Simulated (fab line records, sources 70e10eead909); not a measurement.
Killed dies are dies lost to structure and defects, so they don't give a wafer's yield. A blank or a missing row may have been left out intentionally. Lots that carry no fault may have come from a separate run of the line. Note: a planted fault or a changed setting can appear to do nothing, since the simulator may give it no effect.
Chamber matching | flow nandHarc | rieDiel-07 running NHARC_A_CHANNEL_FILL_D1_STRIP_28: 4 sister chambers
The step strips in O2, time 20 s. 8 wafers are shown with their chamber, then 10 later ones without.

EACH WAFER AND ITS CHAMBER
wafer  | chamber | showerheadPlenumPTorr (Torr) | drypumpMotorCurrentA (A)
L083.5 | 0       | 3.78                         | 4.6
L085.6 | 2       | 3.63                         | 5.5
L086.4 | 0       | 3.78                         | 4.6
L088.4 | 1       | 3.36                         | 6.3
L088.5 | 3       | 3.64                         | 6.4
L088.6 | 2       | 3.62                         | 5.5
L089.4 | 1       | 3.36                         | 6.4
L089.5 | 3       | 3.64                         | 6.4

WAFERS WITH NO CHAMBER GIVEN
wafer  | showerheadPlenumPTorr (Torr) | drypumpMotorCurrentA (A)
L089.6 | 3.78                         | 4.6
L091.2 | 3.62                         | 5.5
L091.3 | 3.64                         | 6.4
L091.5 | 3.64                         | 6.4
L092.3 | 3.64                         | 6.3
L092.5 | 3.62                         | 5.5
L092.6 | 3.36                         | 6.4
L095.3 | 3.64                         | 6.4
L095.5 | 3.36                         | 6.4
L095.6 | 3.64                         | 6.4

EACH ONE'S CHAMBER
wafer  | from the rows above | in truth
L089.6 | 0                   | 0
L091.2 | 2                   | 2
L091.3 | 3                   | 3
L091.5 | 3                   | 3
L092.3 | 3                   | 3
L092.5 | 2                   | 2
L092.6 | 1                   | 1
L095.3 | 3                   | 3
L095.5 | 1                   | 1
L095.6 | 3                   | 3
Correct placement for 10 of the 10. Left unplaced by these rows: 0. Number placed wrongly: 0.
How it was worked out, from the rows above alone: a wafer's distance from a chamber is the root of the sum, over the readings, of the square of ((its reading less the chamber's mean) divided by the reading's scatter). The wafer belongs to the nearest chamber; if the next one is less than 2 further off, it can't be placed. For every chamber, the mean is computed from those of its wafers that are shown. The scatter is the square root of a quotient: the sum, over the shown wafers, of each reading's squared deviation from its chamber's mean, divided by wafers minus chambers.
